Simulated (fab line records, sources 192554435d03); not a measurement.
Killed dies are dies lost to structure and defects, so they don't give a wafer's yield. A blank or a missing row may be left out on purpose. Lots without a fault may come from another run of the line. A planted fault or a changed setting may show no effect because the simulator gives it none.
fab line records | flow n5_finfet
record lots=7 wafers=21
route steps=1938 shown SD_EPI_N@288 SD_EPI_P@295 SDB@373 HKMG_FIN@435 GATE_CUT@510 MOL_CONTACT_COAG@581 BEOL_M0_SAQP@634 BEOL_M0@726 BEOL_M1@770
start_h: hours from the record's first day to the start of the lot's first wafer shown | wait_h: hours since the lot's step before | " the same as in the row above | L1.1+2: a row that stands for several wafers | - no value, or no start given | * or withheld: withheld | < > ~ a bound
route shown NAME@n: a module of which the file shows steps, and the number in the route of the first | usual: mean/standard deviation of fault-free wafers | same: alike in all rows | chamber/n: place in a boat | sites: the reading at each site | _std_site: their standard deviation | _edge_site: outer sites' mean less inner sites' | radius_mm: how far each site lies from the wafer's centre | mask NAME#n: copy n | behind: the tool/chamber that last shaped the wafer | hold: why the lot was held/for how many hours/how that ended | device: the transistor (n, p or np) that didn't switch | end of line: the same wafers' tests at the end of the route | a step without rows: its recipe alone | killed: dies lost to structure and defects at the first sort, not the wafer's yield | map: a wafer's dies, x killed, . not, _ none there
set.NAME: the setting as run; set.NAME@STEP: as run at that earlier step | model.NAME: the simulator's own value behind a step, which no gauge read
lots whose settings were changed on purpose; a table a step, a row a wafer
## steps
# step N5_SD_EPI_N_EPI_21
# recipe material=Si:P dopant=P temp_c=680 pressure_torr=255 time_s=690
# columns lot.wafer tool chamber start_h wait_h set.epi_growth_time_s model.Si-P_of_SD_EPI_N_EPI_21.thk_nm
L075.3 epi_rpcvd-03 0 59.18 0.7 690 59.2
L075.4 " 0 " " 690 59
L075.6 " 0 " " 690 58.8
L076.3 epi_rpcvd-03 0 65.17 0.7 690 60
L076.5 " 0 " " 690 59.8
L076.6 " 0 " " 668.4 59.4
L080.1 epi_rpcvd-03 0 85.74 0.1 663.5 57.6
L080.2 " 0 " " 663.5 57.4
L080.3 " 0 " " 690 59.2
L081.1 epi_rpcvd-02 0 94.15 0.1 690 58
L081.2 " 0 " " 690 58.8
L081.4 " 0 " " 690 57.8
L083.2 epi_rpcvd-01 0 108.46 0.7 748.3 63
L083.5 " 0 109.95 2.0 690 59.4
L083.6 " 0 " " 748.3 62.6
L085.4 epi_rpcvd-02 0 118.28 0.9 690 57.8
L085.5+6 " 0 " " 719.3 59.6
L092.2 epi_rpcvd-02 0 160.33 0.4 690 58.2
L092.5 " 0 " " 718.1 60.2
L092.6 " 0 " " 718.1 59.6
# step N5_SD_EPI_P_COAT_34
# recipe resist=SOC temp_c=250 time_s=60 spin_rpm=1500 resist_thk_nm=350
# columns lot.wafer tool chamber start_h wait_h set.spin_rpm model.SOC_of_SD_EPI_P_COAT_34.thk_nm
L075.3 litho_track-05 0 60.94 0.0 1500 348.8
L075.4 " 0 " " 1440 356.8
L075.6 " 0 " " 1500 349.8
L076.3 litho_track-03 0 66.92 0.0 1500 350
L076.5 " 0 " " 1500 349.4
L076.6 " 0 " " 1500 348.6
L080.1 litho_track-01 0 88.35 0.0 1500 349.4
L080.2 " 0 " " 1367 365.4
L080.3 " 0 " " 1500 349.6
L081.1 litho_track-05 0 96.49 0.0 1500 350.2
L081.2+4 " 0 " " 1500 350.6
L083.2 litho_track-05 0 111.57 0.0 1500 350.2
L083.5 " 0 " " 1656 332.4
L083.6 " 0 " " 1500 351
L085.4 litho_track-05 0 119.82 0.0 1632 335.2
L085.5 " 0 " " 1632 334.4
L085.6 " 0 " " 1500 348.8
L092.2 litho_track-01 0 163.81 0.0 1396 362.6
L092.5 " 0 " " 1396 363.8
L092.6 " 0 " " 1500 351.2
# step N5_SD_EPI_P_COAT_35
# recipe resist=SiARC temp_c=220 time_s=60 spin_rpm=1500 resist_thk_nm=35
# step N5_SD_EPI_P_COAT_03
# recipe resist=CAR-ArF-block spin_rpm=1500 resist_thk_nm=150
# step N5_SD_EPI_P_EPI_21
# recipe material=SiGe:B dopant=B temp_c=550 pressure_torr=20 ambient=H2 time_s=355
# step N5_SD_EPI_P_HM_STRIP_48
# recipe chemistry=H3PO4 temp_c=160 material=SiNx target=SiNx target_depth_a=30 overetch_fraction=0.3
# columns lot.wafer tool chamber start_h wait_h set.epi_growth_time_s@SD_EPI_N_EPI_21 model.Si-P_of_SD_EPI_N_EPI_21.thk_nm
L075.3+4 wet_bench-06 1,6 65.81 0.0 690 58.4
L075.6 " 7 " " 690 58
L076.3+5 wet_bench-04 7,4 70.95 0.0 690 59.2
L076.6 " 6 " " 668.4 58.6
L080.1 wet_bench-03 2 92.27 0.0 663.5 57
L080.2 " 1 " " 663.5 56.8
L080.3 " 4 " " 690 58.6
L081.1 wet_bench-06 5 100.95 0.0 690 57.4
L081.2 " 4 " " 690 58.2
L081.4 " 0 " " 690 57.2
L083.2 wet_bench-03 4 116.32 0.0 748.3 62.4
L083.5 " 1 " " 690 58.6
L083.6 " 0 " " 748.3 62
L085.4 wet_bench-06 7 123.73 0.0 690 57.2
L085.5 " 1 " " 719.3 58.8
L085.6 " 4 " " 719.3 59
L092.2 wet_bench-06 0 167.86 0.0 690 57.4
L092.5 " 3 " " 718.1 59.6
L092.6 " 1 " " 718.1 59
# step N5_SD_EPI_P_SRD_49
# recipe dry=ipa_marangoni time_s=30 temp_c=23 rinse_liquid=diw
# step N5_SD_EPI_P_PRECLEAN_24
# recipe chemistry=O3/DIW time_s=45 temp_c=22 o3_ppm=10
# columns lot.wafer tool chamber start_h wait_h set.epi_growth_time_s@SD_EPI_N_EPI_21 model.Si-P_of_SD_EPI_N_EPI_21.thk_nm
L075.3 wet_bench-06 1 65.88 0.0 690 58.4
L075.4 " 6 " " 690 58.2
L075.6 " 7 " " 690 58
L076.3+5 wet_bench-04 7,4 71.02 0.0 690 59
L076.6 " 6 " " 668.4 58.4
L080.1 wet_bench-03 2 92.34 0.0 663.5 56.8
L080.2 " 1 " " 663.5 56.6
L080.3 " 4 " " 690 58.4
L081.1 wet_bench-06 5 101.02 0.0 690 57.2
L081.2 " 4 " " 690 58
L081.4 " 0 " " 690 57
L083.2 wet_bench-03 4 116.39 0.0 748.3 62.2
L083.5 " 1 " " 690 58.6
L083.6 " 0 " " 748.3 61.8
L085.4 wet_bench-06 7 123.80 0.0 690 57
L085.5+6 " 1,4 " " 719.3 58.8
L092.2 wet_bench-06 0 167.94 0.0 690 57.4
L092.5 " 3 " " 718.1 59.4
L092.6 " 1 " " 718.1 58.8
# step N5_SDB_ALD_29
# recipe material=SiNx target_thk_a=300 temp_c=400 ald_precursor_family=SiH2I2 ald_co_reactant=N2/H2-plasma pulse_time_s=1 ald_cycles=600 purge_time_s=2 co_reactant_purge_time_s=2 pressure_torr=2
# columns lot.wafer tool chamber start_h wait_h set.ald_cycles model.SiNx_of_SDB_ALD_29.thk_nm
L075.3 ald_sin-03 1 74.62 0.0 677 33.8
L075.4 " 2 " " 677 33.6
L075.6 " 0 75.97 1.4 600 30
L076.3 ald_sin-03 3 80.31 0.0 630 31.4
L076.5 " 1 81.66 1.4 630 31.6
L076.6 " 0 " " 600 30
L080.1+2+3 ald_sin-04 1,0,3 101.56 0.0 600 30
L081.1+2 ald_sin-04 2,3 109.85 0.0 600 30
L081.4 " 0 " " 600 30.2
L083.2+5 ald_sin-01 2,0 125.03 0.1 600 30.2
L083.6 " 3 126.39 1.5 525 26.2
L085.4+6 ald_sin-03 3,1 132.42 0.0 600 29.8
L085.5 " 0 133.78 1.4 666 33.4
L092.2+6 ald_sin-01 3 176.43 0.0 685 34.2
L092.5 " 2 177.78 1.4 600 30.2
# step N5_HKMG_FIN_ETCH_32
# recipe chemistry=N2/H2 target=SOC target_depth_a=2400 temp_c=40 time_s=300 ion_energy_ev=200 mask_material=SiARC pressure_mtorr=30 source_w=840 bias_w=150 n2_flow_sccm=200 h2_flow_sccm=200
# usual rf_vpp_V=525.0/2.1
# columns lot.wafer tool chamber start_h wait_h set.bias_w rf_vpp_V model.HKMG_FIN.feature_depth_nm model.etch.depth_nm model.SiARC_of_HKMG_FIN_COAT_30.thk_nm
L075.3 rie_diel-04 0 83.28 0.0 150 525.5 239.4 239.5 21.4
L075.4 " 1 " " 173.1 574.5 256.6 256.7 19
L075.6 " 2 " " 173.1 574.5 254.8 254.9 19
L076.3 rie_diel-03 2 89.39 0.0 173.7 578.4 266.4 266.4 18.2
L076.5 " 1 " " 150 519.7 246 246 21
L076.6 " 0 " " 173.7 577.4 258.4 258.4 18.4
L080.1 rie_diel-05 1 110.67 0.0 150 526.7 238.8 238.8 21.2
L080.2 " 3 " " 162.6 549.0 259.2 259.1 19.4
L080.3 " 0 " " 162.6 555.1 258 258.1 19.4
L081.1 rie_diel-04 1 119.04 0.0 150 525.8 242 241.9 21.2
L081.2 " 3 " " 150 523.1 245.2 245.3 21
L081.4 " 1 " " 150 525.1 241.4 241.3 21.2
L083.2 rie_diel-05 3 133.51 0.0 158.4 541.0 254.4 254.3 19.8
L083.5 " 2 " " 150 525.1 244.6 244.6 20.6
L083.6 " 3 " " 150 522.2 248.6 248.6 20.8
L085.4 rie_diel-04 0 140.96 0.0 150 526.6 240.4 240.4 21
L085.5 " 1 " " 150 526.1 240.6 240.6 21.2
L085.6 " 0 " " 169.4 567.6 259 259 18.6
L092.2 rie_diel-05 2 184.70 0.0 150 525.4 241.8 241.8 21
L092.5 " 3 " " 165.9 556.1 258.2 258.3 19.2
L092.6 " 2 " " 150 524.7 240.8 240.9 20.8
# step N5_GATE_CUT_ALD_22
# recipe material=SiNx target_thk_a=160 temp_c=400 ald_precursor_family=SiH2I2 ald_co_reactant=N2/H2-plasma pulse_time_s=1 ald_cycles=320 purge_time_s=2 co_reactant_purge_time_s=2 pressure_torr=2
# columns lot.wafer tool chamber start_h wait_h set.ald_cycles model.SiNx_of_GATE_CUT_ALD_22.thk_nm
L075.3 ald_sin-04 0 93.45 0.0 334 16.8
L075.4 " 2 " " 334 16.6
L075.6 " 3 " " 320 16
L076.3 ald_sin-03 0 99.25 0.8 366 18.2
L076.5 " 1 " " 366 18.4
L076.6 " 0 " " 320 16
L080.1+3 ald_sin-02 1,0 119.75 0.2 267 13.4
L080.2 " 3 " " 320 16.2
L081.1+2 ald_sin-03 3,1 127.98 0.0 320 16
L081.4 " 2 " " 320 15.8
L083.2+5 ald_sin-04 1,2 143.48 0.0 345 17.2
L083.6 " 3 " " 320 16
L085.4 ald_sin-02 0 151.50 0.6 334 16.6
L085.5+6 " 3,2 " " 320 16
L092.2 ald_sin-02 3 193.88 0.0 320 16.2
L092.5+6 " 0,1 " " 269 13.6
# step N5_MOL_CONTACT_COAG_ETCH_91
# recipe chemistry=N2/H2 target=SOC target_depth_a=600 overetch_a=210 mask_material=SiARC temp_c=40 time_s=101.2 ion_energy_ev=200 pressure_mtorr=30 source_w=840 bias_w=150 n2_flow_sccm=200 h2_flow_sccm=200
# columns lot.wafer tool chamber start_h wait_h set.time_s model.SiARC_of_MOL_CONTACT_COAG_COAT_76.thk_nm
L075.3+4+6 rie_diel-04 3,2,1 105.58 0.0 78.75 6.8
L076.3+5 rie_diel-04 0,3 114.95 0.0 101.2 5.8
L076.6 " 2 " " 121.5 5.2
L080.1+2 rie_diel-05 0,1 132.35 0.0 101.2 5.8
L080.3 " 3 " " 114.8 5.2
L081.1+2+4 rie_diel-04 1,0,3 141.41 0.0 101.2 5.8
L083.2+6 rie_diel-03 1,2 157.04 0.0 101.2 5.8
L083.5 " 1 " " 94.34 6.2
L085.4+6 rie_diel-04 0,3 165.46 0.0 101.2 5.8
L085.5 " 2 " " 114.4 5.4
L092.2+5+6 rie_diel-05 2,3,0 207.89 0.0 101.2 5.8
# step N5_BEOL_M0_SAQP_HM_DEP_02
# recipe material=TiN target_thk_a=120 temp_c=25 chamber_pressure_pa=0.49996
# columns lot.wafer tool chamber start_h wait_h set.target_thk_a model.TiN_of_BEOL_M0_SAQP_HM_DEP_02.thk_nm
L075.3 pvd_sputter-03 - 114.41 2.1 108.6 10.6
L075.4 " - " " 120 11.8
L075.6 " - " " 108.6 10.8
L076.3+6 pvd_sputter-03 - 122.07 1.1 136 13.4
L076.5 " - " " 120 11.8
L080.1+3 pvd_sputter-03 - 138.64 0.1 120 12
L080.2 " - " " 129.6 13
L081.1+2 pvd_sputter-01 - 148.27 0.9 120 12
L081.4 " - " " 120 12.2
L083.2+5+6 pvd_sputter-01 - 164.32 0.6 130.2 13.2
L085.4 pvd_sputter-01 - 173.80 2.1 128.5 12.8
L085.5 " - " " 120 12
L085.6 " - " " 120 11.8
L092.2+5+6 pvd_sputter-02 - 215.11 1.2 120 12.2
# step N5_BEOL_M0_SAQP_COAT_81
# recipe resist=SOC temp_c=250 time_s=60 spin_rpm=1500 resist_thk_nm=100
# columns lot.wafer tool chamber start_h wait_h set.spin_rpm model.SOC_of_BEOL_M0_SAQP_COAT_81.thk_nm
L075.3+6 litho_track-05 0 114.87 0.1 1500 99.8
L075.4 " 0 " " 1368 104.4
L076.3+5 litho_track-01 0 122.51 0.1 1376 104.6
L076.6 " 0 " " 1500 100
L080.1 litho_track-05 0 139.08 0.1 1500 100.4
L080.2+3 " 0 " " 1500 100.6
L081.1+4 litho_track-03 0 148.72 0.1 1500 100.2
L081.2 " 0 " " 1500 100
L083.2 litho_track-01 0 164.78 0.1 1500 100.4
L083.5 " 0 " " 1500 100.2
L083.6 " 0 " " 1382 104.4
L085.4 litho_track-05 0 174.33 0.0 1500 100
L085.5+6 " 0 " " 1629 95.8
L092.2 litho_track-01 0 215.67 0.1 1379 104.6
L092.5 " 0 " " 1500 99.8
L092.6 " 0 " " 1500 100
# step N5_BEOL_M0_SAQP_COAT_82
# recipe resist=SiARC temp_c=220 time_s=60 spin_rpm=1500 resist_thk_nm=30
# step N5_BEOL_M0_SAQP_COAT_08
# recipe resist=CAR-ArF spin_rpm=1500 resist_thk_nm=90
# step N5_BEOL_M0_SAQP_DESCUM_19
# recipe chemistry=O2 time_s=7.9 source_power_w=50 bias_power_w=20 pressure_mtorr=20 rf_frequency_hz=2.712e+07 temp_c=40 resist=CAR-ArF o2_flow_sccm=225
# step N5_BEOL_M0_SAQP_ETCH_83
# recipe chemistry=CF4 target=SiARC target_depth_a=390 mask_material=CAR-ArF time_s=65 ion_energy_ev=80 pressure_mtorr=40 source_w=545 bias_w=36 Ar_flow_sccm=100 cf4_flow_sccm=100 ends=cleared
# step N5_BEOL_M0_SAQP_ETCH_84
# recipe chemistry=N2/H2 target=SOC target_depth_a=1000 overetch_a=200 mask_material=SiARC temp_c=40 time_s=150 ion_energy_ev=200 pressure_mtorr=30 source_w=840 bias_w=150 n2_flow_sccm=200 h2_flow_sccm=200
# columns lot.wafer tool chamber start_h wait_h set.spin_rpm@BEOL_M0_SAQP_COAT_81 model.etch.depth_nm
L075.3 rie_diel-01 2 115.48 0.0 1500 99.87
L075.4 " 2 " " 1368 104.5
L075.6 " 1 " " 1500 99.7
L076.3+5 rie_diel-06 3,1 122.93 0.0 1376 104.6
L076.6 " 3 " " 1500 100
L080.1 rie_diel-02 2 139.65 0.0 1500 100.5
L080.2+3 " 0,3 " " 1500 100.7
L081.1 rie_diel-02 0 149.58 0.0 1500 100.1
L081.2 " 2 " " 1500 99.94
L081.4 " 2 " " 1500 100.2
L083.2 rie_diel-01 1 165.32 0.0 1500 100.3
L083.5 " 2 " " 1500 100.1
L083.6 " 3 " " 1382 104.3
L085.4 rie_diel-01 1 174.96 0.0 1500 99.92
L085.5 " 1 " " 1629 95.79
L085.6 " 0 " " 1629 95.83
L092.2 rie_diel-01 3 216.22 0.0 1379 104.6
L092.5 " 1 " " 1500 99.9
L092.6 " 2 " " 1500 99.94
# step N5_BEOL_M0_ETCH_109
# recipe chemistry=CH3F/O2 target_depth_a=80 overetch_a=24 target=SiCN time_s=27.4 ion_energy_ev=120 pressure_mtorr=30 source_w=395 bias_w=75 Ar_flow_sccm=150 CH3F_flow_sccm=30 O2_flow_sccm=20
# usual rf_vpp_V=297.8/1.5
# columns lot.wafer tool chamber start_h wait_h set.bias_w rf_vpp_V
L075.3 rie_diel-05 3 124.62 0.4 75 295.1
L075.4 " 2 " " 85.41 324.3
L075.6 " 1 " " 85.41 323.6
L076.3 rie_diel-04 0 131.59 0.4 75 297.2
L076.5 " 3 " " 75 298.4
L076.6 " 0 " " 75 298.8
L080.1 rie_diel-03 2 148.77 0.3 75 301.3
L080.2 " 1 " " 75 295.8
L080.3 " 3 " " 75 297.7
L081.1 rie_diel-04 2 160.59 0.0 75 297.0
L081.2 " 1 " " 75 298.1
L081.4 " 3 " " 75 296.9
L083.2 rie_diel-04 0 174.03 0.0 75 299.8
L083.5 " 0 " " 87.14 328.7
L083.6 " 1 " " 87.14 329.4
L085.4 rie_diel-03 2 182.27 0.0 88.27 333.0
L085.5 " 2 " " 75 298.2
L085.6 " 1 " " 88.27 326.0
L092.2 rie_diel-04 3 224.74 0.0 75 297.3
L092.5 " 0 " " 84.13 321.8
L092.6 " 3 " " 75 296.9
# step N5_BEOL_M1_ETCH_64
# recipe chemistry=N2/H2 target=SOC target_depth_a=750 overetch_a=150 mask_material=SiARC temp_c=40 time_s=112.5 ion_energy_ev=200 pressure_mtorr=30 source_w=840 bias_w=150 n2_flow_sccm=200 h2_flow_sccm=200
# usual rf_vpp_V=523.5/2.2
# columns lot.wafer tool chamber start_h wait_h set.bias_w rf_vpp_V model.SiARC_of_BEOL_M1_COAT_62.thk_nm
L075.3 rie_diel-01 1 128.82 0.0 128.5 472.5 8
L075.4 " 0 " " 150 528.2 6.8
L075.6 " 3 " " 128.5 473.1 7.8
L076.3 rie_diel-02 3 135.55 0.1 150 527.3 7
L076.5 " 0 " " 125.5 466.4 8
L076.6 " 3 " " 150 525.8 7
L080.1 rie_diel-06 3 152.72 0.0 150 522.8 6.8
L080.2 " 1 " " 150 528.2 6.8
L080.3 " 0 " " 176.7 578.9 5.4
L081.1 rie_diel-01 1 167.90 0.0 150 519.6 7
L081.2 " 2 " " 150 523.1 6.6
L081.4 " 0 " " 150 527.4 6.8
L083.2 rie_diel-01 3 179.45 0.0 150 521.3 6.8
L083.5 " 2 " " 150 521.7 6.6
L083.6 " 1 " " 150 520.2 6.8
L085.4 rie_diel-02 2 188.51 0.0 131.3 479.9 7.6
L085.5 " 0 " " 131.3 481.6 7.8
L085.6 " 3 " " 150 527.0 7
L092.2 rie_diel-06 3 230.21 0.0 125.4 464.5 7.8
L092.5 " 0 " " 125.4 466.6 7.8
L092.6 " 1 " " 125.4 471.6 8
## key
split step=N5_SD_EPI_N_EPI_21 setting=epi_growth_time_s stated=690 by=wafer
response step=N5_SD_EPI_N_EPI_21 reading=model.Si-P_of_SD_EPI_N_EPI_21.thk_nm change=+0.394 per=1% r=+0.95
response step=N5_SD_EPI_P_HM_STRIP_48 reading=model.Si-P_of_SD_EPI_N_EPI_21.thk_nm change=+0.412 per=1% r=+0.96
response step=N5_SD_EPI_P_PRECLEAN_24 reading=model.Si-P_of_SD_EPI_N_EPI_21.thk_nm change=+0.396 per=1% r=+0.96
split step=N5_SD_EPI_P_COAT_34 setting=spin_rpm stated=1500 by=wafer
response step=N5_SD_EPI_P_COAT_34 reading=model.SOC_of_SD_EPI_P_COAT_34.thk_nm change=-1.73 per=1% r=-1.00
split step=N5_SDB_ALD_29 setting=ald_cycles stated=600 by=wafer
response step=N5_SDB_ALD_29 reading=model.SiNx_of_SDB_ALD_29.thk_nm change=+0.301 per=1% r=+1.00
split step=N5_HKMG_FIN_ETCH_32 setting=bias_w stated=150 by=wafer
response step=N5_HKMG_FIN_ETCH_32 reading=rf_vpp_V change=+3.28 per=1% r=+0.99
response step=N5_HKMG_FIN_ETCH_32 reading=model.HKMG_FIN.feature_depth_nm change=+1.31 per=1% r=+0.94
response step=N5_HKMG_FIN_ETCH_32 reading=model.etch.depth_nm change=+1.31 per=1% r=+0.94
response step=N5_HKMG_FIN_ETCH_32 reading=model.SiARC_of_HKMG_FIN_COAT_30.thk_nm change=-0.173 per=1% r=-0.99
split step=N5_GATE_CUT_ALD_22 setting=ald_cycles stated=320 by=wafer
response step=N5_GATE_CUT_ALD_22 reading=model.SiNx_of_GATE_CUT_ALD_22.thk_nm change=+0.163 per=1% r=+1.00
split step=N5_MOL_CONTACT_COAG_ETCH_91 setting=time_s stated=101.2 by=wafer
response step=N5_MOL_CONTACT_COAG_ETCH_91 reading=model.SiARC_of_MOL_CONTACT_COAG_COAT_76.thk_nm change=-0.0351 per=1% r=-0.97
split step=N5_BEOL_M0_SAQP_HM_DEP_02 setting=target_thk_a stated=120 by=wafer
response step=N5_BEOL_M0_SAQP_HM_DEP_02 reading=model.TiN_of_BEOL_M0_SAQP_HM_DEP_02.thk_nm change=+0.121 per=1% r=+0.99
split step=N5_BEOL_M0_SAQP_COAT_81 setting=spin_rpm stated=1500 by=wafer
response step=N5_BEOL_M0_SAQP_COAT_81 reading=model.SOC_of_BEOL_M0_SAQP_COAT_81.thk_nm change=-0.533 per=1% r=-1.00
response step=N5_BEOL_M0_SAQP_ETCH_84 reading=model.etch.depth_nm change=-0.532 per=1% r=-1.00
split step=N5_BEOL_M0_ETCH_109 setting=bias_w stated=75 by=wafer
response step=N5_BEOL_M0_ETCH_109 reading=rf_vpp_V change=+1.89 per=1% r=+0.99
split step=N5_BEOL_M1_ETCH_64 setting=bias_w stated=150 by=wafer
response step=N5_BEOL_M1_ETCH_64 reading=rf_vpp_V change=+3.5 per=1% r=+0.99
response step=N5_BEOL_M1_ETCH_64 reading=model.SiARC_of_BEOL_M1_COAT_62.thk_nm change=-0.0696 per=1% r=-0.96
